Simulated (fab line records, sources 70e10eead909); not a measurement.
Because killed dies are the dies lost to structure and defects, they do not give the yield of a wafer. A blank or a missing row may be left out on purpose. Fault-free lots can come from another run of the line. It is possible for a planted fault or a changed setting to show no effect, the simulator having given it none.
Which tool was responsible? ; flow nand-harc ; Sampling: 15 lots, 42 wafers, 4 of 1302 route steps

WHAT THE GAUGES READ, wafer by wafer
NHARC_A_ONON_D2_THK_MEAS_05: measures by ellipsometry.
lot;measured;on;thk-nm (nm)
L577;day 12 07:31;film-metro-02;1011 1011 1011
L579;day 13 03:26;film-metro-01;1011 1011 1013
L580;day 13 09:25;film-metro-02;997 998 1001
L581;day 14 07:46;film-metro-01;1006 1004 1003
L582;day 14 12:42;film-metro-01;997 995 997
L583;day 15 03:10;film-metro-01;1007 1005 1007
L584;day 15 11:07;film-metro-02;996 996 994
L585;day 16 10:08;film-metro-02;1005 1007 1005
L586;day 16 19:19;film-metro-01;1008 1008 1011
L587;day 17 00:16;film-metro-01;982 983 982
L591;day 18 12:55;film-metro-02;998 999
L593;day 19 04:31;film-metro-02;1004 1006
L594;day 19 18:05;film-metro-01;1002 1001
L600;day 21 21:36;film-metro-01;1022 1022 1022
L599;day 21 21:49;film-metro-02;1002 1001 1003

NHARC_A_ONON_D2_THK_MEAS_14: measures by ellipsometry.
lot;measured;on;thk-nm (nm)
L577;day 12 09:13;film-metro-01;994 995 994
L579;day 13 05:08;film-metro-02;1009 1010 1009
L580;day 13 11:07;film-metro-01;989 986 989
L581;day 14 09:28;film-metro-02;1005 1003 1005
L582;day 14 14:25;film-metro-01;1006 1006 1004
L583;day 15 04:54;film-metro-01;995 996 996
L584;day 15 12:49;film-metro-01;1009 1010 1009
L585;day 16 11:51;film-metro-01;998 997 999
L586;day 16 21:01;film-metro-01;997 997 996
L587;day 17 01:58;film-metro-01;995 995 996
L591;day 18 14:37;film-metro-01;1563 1000
L593;day 19 06:13;film-metro-02;1010 1573
L594;day 19 19:46;film-metro-01;1571 1570
L600;day 21 23:18;film-metro-02;983 982 980
L599;day 21 23:31;film-metro-01;1015 1014 1014

NHARC_END_SORT_01.
lot;measured;on;killed-at-array;killed-at-other;killed-at-periphery;killed-dies;killed-open;killed-short
L591;day 30 16:17;prober-02;670 23;1 0;6 4;677 27;6 4;2 1
L594;day 31 12:00;prober-02;675 672;0 1;2 4;677 677;3 7;1 4

WHAT TOOL EACH LOT RAN ON (gives the tool, then ch and the chambers of the sampled wafers, and finally the start)
lot;NHARC_A_ONON_D2_DEP_12
L577;pecvd-onon-02 ch 0, day 12 08:41
L579;pecvd-onon-04 ch 0, day 13 04:44
L580;pecvd-onon-01 ch 0, day 13 10:37
L581;pecvd-onon-02 ch 0, day 14 09:08
L582;pecvd-onon-04 ch 0, day 14 13:53
L583;pecvd-onon-04 ch 0, day 15 04:31
L584;pecvd-onon-04 ch 0, day 15 12:22
L585;pecvd-onon-04 ch 0, day 16 11:20
L586;pecvd-onon-04 ch 0, day 16 20:30
L587;pecvd-onon-02 ch 0, day 17 01:31
L591;pecvd-onon-04 ch 0, day 18 14:20
L593;pecvd-onon-04 ch 0, day 19 05:43
L594;pecvd-onon-04 ch 0, day 19 19:26
L600;pecvd-onon-01 ch 0, day 21 22:58
L599;pecvd-onon-02 ch 0, day 21 23:04
- NHARC_A_ONON_D2_DEP_12: target thk 1000 nm.

WHAT THE TOOLS THEMSELVES READ (means of the sampled wafers that have a number; where no wafer has one, the mark that the record gives instead)
The record holds no such reading with a usual standard deviation.

THE ANSWER, worked out from the rows above alone
Rule: the usual values come from the lots themselves. The widest of any qualifying gaps counts: lots, ordered by their means at a reading, are off when they make up no more than a third of the lots, leave a main group of 4 or more, and stand apart from it by 3 or more times the standard deviation of that group's means. The tables above print the reading to a certain number of digits; a main group whose means all agree to those digits is not used. Also off: a lot with no number at a reading for which 4 or more lots have one. The other lots that the step has rows for count as sound. After the gauges, taken in route order, come the tools' own readings; for these a lot's mean is taken, as printed above. The first step at which some lot is off is used, and at that step the reading that is off furthest; a lot without a number counts as furthest.
Off, at NHARC_A_ONON_D2_THK_MEAS_14 on thk-nm: L591, L593, L594. The main group has a mean of 999 nm with a standard deviation of 9.1.
A tool fits if, at a process step before that reading, it ran every lot that is off, and no sound lot after the first of them. Gauges at NHARC_A_ONON_D2_THK_MEAS_14: tried the same way as those tools. One fits: NHARC_A_ONON_D2_DEP_12 on pecvd-onon-04. Its last sound lot is L586 (day 16 20:30), its first lot that is off L591 (day 18 14:20): a fault that began between those two fits.

WHAT WAS PUT IN BY THE SIMULATOR
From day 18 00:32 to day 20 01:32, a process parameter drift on pecvd-onon-04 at NHARC_A_ONON_D2_DEP_12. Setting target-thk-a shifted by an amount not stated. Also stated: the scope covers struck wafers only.
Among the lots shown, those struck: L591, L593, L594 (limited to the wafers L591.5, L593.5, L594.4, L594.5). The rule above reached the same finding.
